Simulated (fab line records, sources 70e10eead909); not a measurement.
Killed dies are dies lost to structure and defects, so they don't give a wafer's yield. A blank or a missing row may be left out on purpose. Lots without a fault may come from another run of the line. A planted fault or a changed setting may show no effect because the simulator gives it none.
fab line records | flow nand_harc
record lots=12 wafers=36 last_day=33
route steps=1302 shown A_WL_FILL@957 END@1302
lots that met no fault: from a run of the same line without faults
start_h: hours from the record's first day to the start of the lot's first wafer shown | wait_h: hours since the lot's step before | " the same as in the row above | L1.1+2: a row that stands for several wafers | - no value, or no start given | * or withheld: withheld | < > ~ a bound
route shown NAME@n: a module of which the file shows steps, and the number in the route of the first | usual: mean/standard deviation of fault-free wafers | same: alike in all rows | chamber/n: place in a boat | sites: the reading at each site | _std_site: their standard deviation | _edge_site: outer sites' mean less inner sites' | radius_mm: how far each site lies from the wafer's centre | mask NAME#n: copy n | behind: the tool/chamber that last shaped the wafer | hold: why the lot was held/for how many hours/how that ended | device: the transistor (n, p or np) that didn't switch | end of line: the same wafers' tests at the end of the route | a step without rows: its recipe alone | killed: dies lost to structure and defects at the first sort, not the wafer's yield | map: a wafer's dies, x killed, . not, _ none there
set.NAME: the setting as run; set.NAME@STEP: as run at that earlier step | model.NAME: the simulator's own value behind a step, which no gauge read
steps of the route over a sample of lots; a table a step, a row a wafer
services: from which hour (start_h, from the record's first day; less than 0 if before it) a tool's chamber was out of use, for how many hours, and why
## steps
# step NHARC_A_WL_FILL_ETCHBACK_04
# recipe target_depth_a=600 time_s=120 chemistry=NF3
# usual drypump_motor_current_A=5.8/0.32 oes_product_au=1.003/0.015
# columns lot.wafer tool chamber start_h wait_h drypump_motor_current_A oes_product_au rf_hours_counter_h
L704.2 rie_metal-02 1 505.40 0.3 5.3 1.035 0.6
L704.4 " 0 " " 6.1 1.019 -
L704.6 " 0 " " 6.0 1.015 -
L705.3 rie_metal-03 0 505.66 0.2 5.6 0.982 -
L705.4 " 1 " " 6.3 1.021 -
L705.6 " 0 " " 5.6 0.987 -
L706.1 rie_metal-01 1 509.16 0.3 5.8 0.998 1.8
L706.2 " 0 " " 6.1 0.994 1.7
L706.3 " 1 " " 5.9 0.985 -
L708.2 rie_metal-02 1 526.62 0.3 5.3 1.018 1.3
L708.3 " 0 " " 6.0 1.002 -
L708.5 " 0 " " 6.0 1.008 -
L711.1 rie_metal-03 0 575.59 0.3 5.6 0.994 0.5
L711.3 " 1 " " 6.3 0.993 -
L711.6 " 1 " " 6.3 0.981 -
L712.2 rie_metal-01 1 585.65 0.3 5.9 0.992 0.0
L712.1 " 0 " " 6.1 1.003 0.0
L712.4 " 0 " " 6.1 1.001 -
L713.1 rie_metal-03 1 585.83 0.6 6.3 0.985 0.7
L713.3 " 1 " " 6.3 0.982 -
L713.4 " 0 " " 5.6 0.994 -
L714.1 rie_metal-02 1 607.18 0.6 5.3 1.036 2.3
L714.4 " 0 " " 6.0 1.014 -
L714.6 " 1 " " 5.3 1.036 -
L717.2 rie_metal-01 0 649.40 0.3 6.1 0.992 1.0
L717.3 " 1 " " 5.9 1.014 -
L717.6 " 1 " " 5.9 1.020 -
L719.4 rie_metal-02 0 660.85 0.3 6.0 0.996 -
L719.5 " 0 " " 6.1 1.003 -
L719.6 " 1 " " 5.3 1.014 -
L718.2 rie_metal-01 0 660.96 0.3 6.1 0.994 1.3
L718.1 " 1 " " 5.9 1.008 1.3
L718.3 " 1 " " 5.9 1.011 -
L724.1 rie_metal-01 1 687.72 0.3 5.9 0.997 1.9
L724.2 " 0 " " 6.1 0.992 1.9
L724.5 " 1 " " 5.9 1.001 -
# step NHARC_A_WL_FILL_ETCHBACK_17
# recipe target_depth_a=40 time_s=26.7 chemistry=Cl2/BCl3
# usual drypump_motor_current_A=5.9/0.32 oes_product_au=1.000/0.018
# columns lot.wafer tool chamber start_h wait_h drypump_motor_current_A oes_product_au rf_hours_counter_h
L704.2 rie_metal-02 1 515.98 - 5.3 1.018 1.0
L704.4 " 1 " " 5.3 1.029 -
L704.6 " 1 " " 5.3 1.022 -
L705.3 rie_metal-01 1 516.01 - 5.9 1.004 -
L705.4 " 0 " " 6.1 1.003 -
L705.6 " 0 " " 6.1 0.998 -
L706.2 rie_metal-01 1 520.75 - 5.8 0.995 2.1
L706.1 " 0 " " 6.1 1.002 1.9
L706.3 " 1 " " 5.9 1.004 -
L708.2 rie_metal-02 1 537.21 - 5.3 1.025 1.6
L708.3 " 0 " " 6.1 0.999 -
L708.5 " 1 " " 5.3 1.036 -
L711.1 rie_metal-02 1 587.65 - 5.3 1.039 2.1
L711.3 " 0 " " 6.1 1.002 -
L711.6 " 1 " " 5.3 1.041 -
L713.1 rie_metal-02 0 595.76 - 6.0 1.014 2.2
L713.3 " 0 " " 6.0 1.007 -
L713.4 " 1 " " 5.3 1.050 -
L712.2 rie_metal-01 0 595.84 - 6.1 0.985 0.4
L712.1 " 1 " " 5.9 0.999 0.4
L712.4 " 0 " " 6.1 0.981 -
L714.1 rie_metal-03 0 618.90 - 5.6 0.985 1.6
L714.4 " 0 " " 5.6 0.991 -
L714.6 " 1 " " 6.3 0.972 -
L717.2 rie_metal-03 0 664.28 - 5.6 0.983 1.9
L717.3 " 1 " " 6.3 0.984 -
L717.6 " 1 " " 6.3 0.978 -
L718.2 rie_metal-01 1 670.92 - 5.9 1.010 1.7
L718.1 " 0 " " 6.1 0.991 1.7
L718.3 " 0 " " 6.1 0.986 -
L719.4 rie_metal-03 0 674.03 - 5.6 0.986 -
L719.5 " 0 " " 5.6 0.978 -
L719.6 " 0 " " 5.6 0.982 -
L724.1 rie_metal-01 0 701.48 - 6.1 0.996 2.3
L724.2 " 1 " " 5.9 1.006 2.3
L724.5 " 0 " " 6.1 0.992 -
# step NHARC_A_WL_FILL_ALD_19
# recipe target_thk_a=20 pulse_time_s=3 ald_cycles=100 temp_c=450 material=TiN
# usual heater_power_w=1128/110 precursor_pulse_height_rel=1.005/0.02
# columns lot.wafer tool chamber start_h wait_h heater_power_w precursor_pulse_height_rel
L705.3 ald_metal-04 1 521.38 0.1 1098 1.001
L705.4 " 2 " " 1005 0.998
L705.6 " 1 " " 1080 1.025
L704.2 ald_metal-01 0 521.40 0.1 1175 1.022
L704.4 " 1 " " 1224 1.006
L704.6 " 3 " " 1021 1.008
L706.2 ald_metal-03 1 526.28 0.1 1345 1.008
L706.3 " 3 " " 1107 0.983
L706.1 " 0 " " 1159 1.022
L708.2 ald_metal-04 2 542.60 0.1 974 0.987
L708.3 " 0 " " 1193 1.025
L708.5 " 3 " " 1151 1.013
L711.3 ald_metal-03 2 593.11 0.1 846 1.019
L711.1 " 3 " " 1129 1.000
L711.6 " 0 " " 1184 0.973
L712.2 ald_metal-01 3 602.26 0.1 1043 0.998
L712.1 " 0 " " 1131 0.998
L712.4 " 2 " " 1276 0.985
L713.3 ald_metal-04 2 602.26 0.1 1007 1.033
L713.1 " 0 " " 1195 0.968
L713.4 " 0 " " 1191 1.025
L714.1 ald_metal-04 3 624.40 0.1 1161 1.009
L714.4 " 2 " " 1037 1.052
L714.6 " 0 " " 1189 0.992
L717.3 ald_metal-03 2 669.77 0.1 828 0.985
L717.2 " 1 " " 1276 1.017
L717.6 " 2 " " 848 1.016
L718.1 ald_metal-01 1 676.35 0.1 1254 1.014
L718.3 " 2 " " 1256 0.993
L718.2 " 3 " " 1031 0.998
L719.6 ald_metal-03 0 679.59 0.2 1158 1.006
L719.4 " 1 " " 1289 1.015
L719.5 " 3 " " 1159 0.999
L724.2 ald_metal-04 3 707.00 0.1 1211 0.987
L724.1 " 0 " " 1075 1.000
L724.5 " 2 " " 968 0.993
# step NHARC_A_WL_FILL_CVD_20
# recipe target_thk_a=1000 temp_c=400 pressure_torr=40 wf6_flow_sccm=40 h2_flow_sccm=1600 ar_flow_sccm=1560 time_s=74 material=W
# usual chamber_pressure_Torr=39.99/0.09 heater_power_outer_w=483/45 heater_power_w=773/52 throttle_valve_pct=7.81/0.17
# columns lot.wafer tool chamber start_h wait_h chamber_pressure_Torr heater_power_outer_w heater_power_w throttle_valve_pct
L704.2 cvd_w-01 1 521.58 - 40.04 518 792 7.74
L704.4 " 1 " " 40.13 515 798 7.80
L704.6 " 1 " " 40.02 520 797 7.81
L705.3 cvd_w-02 0 521.60 - 39.91 512 794 7.99
L705.4 " 1 " " 40.04 479 821 7.81
L705.6 " 0 " " 40.05 501 802 7.82
L706.1 cvd_w-02 0 526.48 - 39.78 510 775 7.83
L706.2 " 1 " " 39.98 493 818 7.74
L706.3 " 1 " " 39.99 487 813 7.76
L708.2 cvd_w-01 0 542.82 - 39.94 423 711 7.75
L708.3 " 0 " " 40.02 424 702 7.62
L708.5 " 0 " " 40.07 416 701 7.41
L711.1 cvd_w-02 0 593.27 - 39.90 504 809 7.94
L711.3 " 1 " " 40.03 487 793 7.68
L711.6 " 0 " " 40.01 510 817 7.78
L712.1 cvd_w-01 1 602.46 - 40.10 515 829 7.77
L712.2 " 1 " " 40.09 526 824 7.80
L712.4 " 1 " " 39.99 533 791 7.69
L713.1 cvd_w-02 1 602.52 - 40.17 477 810 7.85
L713.4 " 0 " " 40.09 505 803 8.12
L713.3 " 1 " " 40.09 486 797 7.77
L714.1 cvd_w-02 1 624.60 - 39.80 475 795 8.14
L714.4 " 0 " " 40.07 496 781 7.84
L714.6 " 0 " " 39.89 522 794 7.67
L717.2 cvd_w-01 0 669.97 - - - - -
L717.3 " 0 " " - - - -
L717.6 " 0 " " - - - -
L718.1 cvd_w-02 0 676.79 - - - - -
L718.2 " 1 " " - - - -
L718.3 " 0 " " - - - -
L719.4 cvd_w-01 1 679.82 - - - - -
L719.6 " 0 " " - - - -
L719.5 " 1 " " - - - -
L724.2 cvd_w-01 1 707.17 - 40.09 517 798 7.50
L724.1 " 0 " " 39.86 391 679 7.48
L724.5 " 1 " " 39.94 525 804 7.60
# step NHARC_A_WL_FILL_CMP_12
# recipe t_overpolish_s=30 target_thk_nm=100
# usual motor_current_A=12.3/1.3 overpolish_run_s=29.999/0.0093 time_to_endpoint_s=21.0/2.9
# columns lot.wafer tool chamber start_h wait_h motor_current_A overpolish_run_s time_to_endpoint_s
L705.4 cmp-04 2 521.78 0.1 12.4 29.975 20.7
L705.3 " 3 " " 13.5 29.997 21.9
L705.6 " 1 " " 13.2 30.020 25.4
L704.4 cmp-02 1 521.79 0.1 12.9 29.990 23.5
L704.2 " 2 " " 11.8 30.018 21.8
L704.6 " 0 " " 10.9 30.007 17.2
L706.1 cmp-04 1 526.68 0.2 12.6 30.002 25.5
L706.2 " 2 " " 13.0 29.983 18.2
L706.3 " 3 " " 14.0 30.001 22.2
L708.2 cmp-03 3 542.98 0.1 10.4 29.993 20.0
L708.3 " 1 " " 14.1 29.987 25.2
L708.5 " 0 " " 12.8 29.992 19.2
L711.3 cmp-04 2 593.48 0.1 13.4 29.995 19.4
L711.1 " 0 " " 10.1 30.003 17.7
L711.6 " 1 " " 12.8 29.989 27.0
L713.4 cmp-02 1 602.68 0.1 13.7 29.991 24.0
L713.3 " 3 " " 12.0 29.996 22.1
L713.1 " 0 " " 10.7 30.001 20.9
L712.4 cmp-03 3 602.78 0.1 10.5 29.965 17.1
L712.1 " 0 " " 13.1 29.992 19.8
L712.2 " 1 " " 14.2 29.999 25.4
L714.4 cmp-02 3 624.80 0.1 11.7 30.011 19.5
L714.1 " 0 " " 11.3 29.995 18.3
L714.6 " 2 " " 10.7 29.990 20.8
L717.2 cmp-02 0 670.15 0.2 10.6 30.001 0.0
L717.3 " 2 " " 10.6 29.993 1.7
L717.6 " 1 " " 13.8 30.007 2.3
L718.1 cmp-03 3 677.00 0.2 10.7 30.002 0.9
L718.2 " 0 " " 13.5 30.006 2.4
L718.3 " 1 " " 14.8 30.001 8.1
L719.4 cmp-02 1 679.95 0.1 14.0 29.997 1.6
L719.6 " 0 " " 10.7 30.003 0.0
L719.5 " 1 " " 13.5 29.992 3.2
L724.1 cmp-04 1 707.35 0.1 13.6 29.993 23.8
L724.2 " 0 " " 10.2 30.003 21.5
L724.5 " 2 " " 13.8 30.000 20.9
# step NHARC_END_SORT_01
# recipe temp_c=25
# usual killed_at_array=61/24 killed_at_other=1.2/1.3 killed_at_periphery=3.7/2.6 killed_dies=66/23 killed_open=3.3/1.8 killed_short=2.4/1.6
# same gross_dies=677
# columns lot.wafer tool chamber start_h wait_h killed_at_array killed_at_other killed_at_periphery killed_dies killed_open killed_short
L717.2 prober-02 0 750.81 2.8 674 0 3 677 3 0
L717.3 prober-02 0 751.63 3.1 671 1 5 677 4 3
L717.6 prober-02 0 754.08 4.1 671 0 6 677 0 5
L718.1 prober-01 0 761.47 2.5 672 1 4 677 5 1
L718.2 prober-01 0 762.27 2.8 674 0 3 677 4 5
L718.3 prober-01 0 763.07 3.1 672 0 5 677 4 1
L719.4 prober-01 0 771.72 3.4 672 0 5 677 2 1
L719.5 prober-01 0 772.53 3.7 674 0 3 677 3 3
L719.6 prober-01 0 773.33 4.0 669 0 8 677 4 2
# killed by level:class
L717.2 A_WL_FILL:area_cvd=604 A_CHANNEL_HOLE_D1:chamber_film_flake=32 A_CHANNEL_HOLE_D2:chamber_film_flake=28 A_SLIT:chamber_film_flake=6 P_CONTACT:geometric_particle:open=2 A_BONDPAD:chamber_film_flake=2 A_ONON_D1:geometric_particle:open=1 P_M2:chamber_film_flake=1
L717.3 A_WL_FILL:area_cvd=594 A_CHANNEL_HOLE_D2:chamber_film_flake=31 A_CHANNEL_HOLE_D1:chamber_film_flake=29 A_SLIT:chamber_film_flake=6 P_M2:chamber_film_flake=2 A_STAIRCASE:chamber_film_flake=2 A_CONTACT:chamber_film_flake=2 P_GATE:geometric_particle:open=1
L717.6 A_WL_FILL:area_cvd=596 A_CHANNEL_HOLE_D1:chamber_film_flake=32 A_CHANNEL_HOLE_D2:chamber_film_flake=28 A_SLIT:chamber_film_flake=4 P_M2:chamber_film_flake=3 P_STI:chamber_film_flake=2 A_CONTACT:chamber_film_flake=2 A_BONDPAD:chamber_film_flake=2
L718.1 A_WL_FILL:area_cvd=624 A_SLIT:chamber_film_flake=25 A_CHANNEL_HOLE_D1:chamber_film_flake=11 A_CHANNEL_HOLE_D2:geometric_particle:open=2 P_STI:chamber_film_flake=2 A_DECK1_JOINT:chamber_film_flake=2 A_CONTACT:chamber_film_flake=2 A_ONON_D1:geometric_particle:open=1
L718.2 A_WL_FILL:area_cvd=618 A_SLIT:chamber_film_flake=28 A_CHANNEL_HOLE_D1:chamber_film_flake=14 A_CONTACT:chamber_film_flake=4 A_DECK1_JOINT:geometric_particle:short=2 A_ONON_D1:geometric_particle:short=1 A_CHANNEL_HOLE_D2:geometric_particle:short=1 A_CHANNEL_HOLE_D2:geometric_particle:open=1
L718.3 A_WL_FILL:area_cvd=611 A_SLIT:chamber_film_flake=41 A_CHANNEL_HOLE_D1:chamber_film_flake=15 P_M2:chamber_film_flake=2 P_GATE:geometric_particle:open=1 P_M0:geometric_particle:open=1 A_ONON_D1:geometric_particle:open=1 A_DECK1_JOINT:geometric_particle:short=1
L719.4 A_WL_FILL:area_cvd=603 A_CHANNEL_HOLE_D1:chamber_film_flake=28 A_CHANNEL_HOLE_D2:chamber_film_flake=24 A_CONTACT:chamber_film_flake=8 P_GATE:chamber_film_flake=3 A_SLIT:chamber_film_flake=3 A_WL_FILL:chamber_film_flake=2 P_M0:geometric_particle:open=1
L719.5 A_WL_FILL:area_cvd=596 A_CHANNEL_HOLE_D1:chamber_film_flake=30 A_CHANNEL_HOLE_D2:chamber_film_flake=27 A_CONTACT:chamber_film_flake=11 P_GATE:chamber_film_flake=3 A_CHANNEL_FILL_D2:chamber_film_flake=2 A_ONON_D1:geometric_particle:open=1 A_CHANNEL_HOLE_D1:geometric_particle:short=1
L719.6 A_WL_FILL:area_cvd=578 A_CHANNEL_HOLE_D1:chamber_film_flake=39 A_CHANNEL_HOLE_D2:chamber_film_flake=30 A_CONTACT:chamber_film_flake=9 A_SLIT:chamber_film_flake=8 P_GATE:chamber_film_flake=3 P_M0:geometric_particle:open=2 A_STAIRCASE:chamber_film_flake=2
## services
# columns tool chamber start_h hours kind
cmp-02 - 482.28 1.7 repair
rie_metal-01 - 504.19 0.6 repair
cmp-04 - 505.45 4.0 pm
cmp-02 - 510.04 1.9 repair
cmp-04 - 515.74 2.9 repair
rie_metal-03 - 519.00 9.0 pm
cmp-02 - 537.81 4.0 pm
cvd_w-01 - 547.00 13.0 pm
ald_metal-04 - 551.82 0.7 repair
cvd_w-02 0 559.47 2.9 repair
cmp-02 - 563.69 1.4 repair
rie_metal-01 - 575.00 9.0 pm
ald_metal-04 3 579.16 43.5 repair
cmp-02 - 593.19 2.6 repair
cvd_w-01 0 598.93 8.2 repair
rie_metal-02 - 631.00 9.0 pm
cvd_w-02 - 631.24 13.0 pm
cmp-02 - 635.81 4.0 pm
cmp-02 - 643.49 1.3 repair
cmp-02 - 646.30 0.6 repair
ald_metal-04 - 652.00 10.0 pm
cmp-02 - 657.54 7.5 repair
rie_metal-03 1 666.26 19.1 repair
rie_metal-03 - 696.00 9.0 pm
## key
first_sign step=NHARC_A_WL_FILL_CVD_20 reading=tool_record direction=missing
effect step=NHARC_A_WL_FILL_CMP_12 reading=time_to_endpoint_s direction=down sigmas=6.4 usual=* struck=*
effect step=NHARC_END_SORT_01 reading=killed_dies direction=up sigmas=27 usual=66 struck=677
more_kills_born_at NHARC_A_WL_FILL_CVD_20@cvd_w-01=3571 NHARC_A_WL_FILL_CVD_20@cvd_w-02=1853
met_at NHARC_A_WL_FILL_CVD_20
struck_lots L717,L718,L719
later_rows_left_out L717.2,L717.3,L717.6,L718.1,L718.2,L718.3,L719.4,L719.5,L719.6
tester_left_out L717,L718,L719
not_acting_at NHARC_A_WL_FILL_ETCHBACK_04,NHARC_A_WL_FILL_ETCHBACK_17,NHARC_A_WL_FILL_ALD_19
onset_between 624.60 669.97
fault kind=skipped_step_whole tool=cvd_w-01,cvd_w-02 chamber=- onset_h=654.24 steps=NHARC_A_WL_FILL_CVD_20 scope=struck_lots_only
# tester_left_out: of these lots the tester's yield and bins aren't shown, on N5 and GAA mostly nor the transistor test; their killed dies are dies lost to structure and defects alone, not to doping, threshold or leakage, so they don't give the yield
# later_rows_left_out: the simulator's readings of these wafers behind a module that went badly wrong aren't trusted and aren't shown, but for the sort
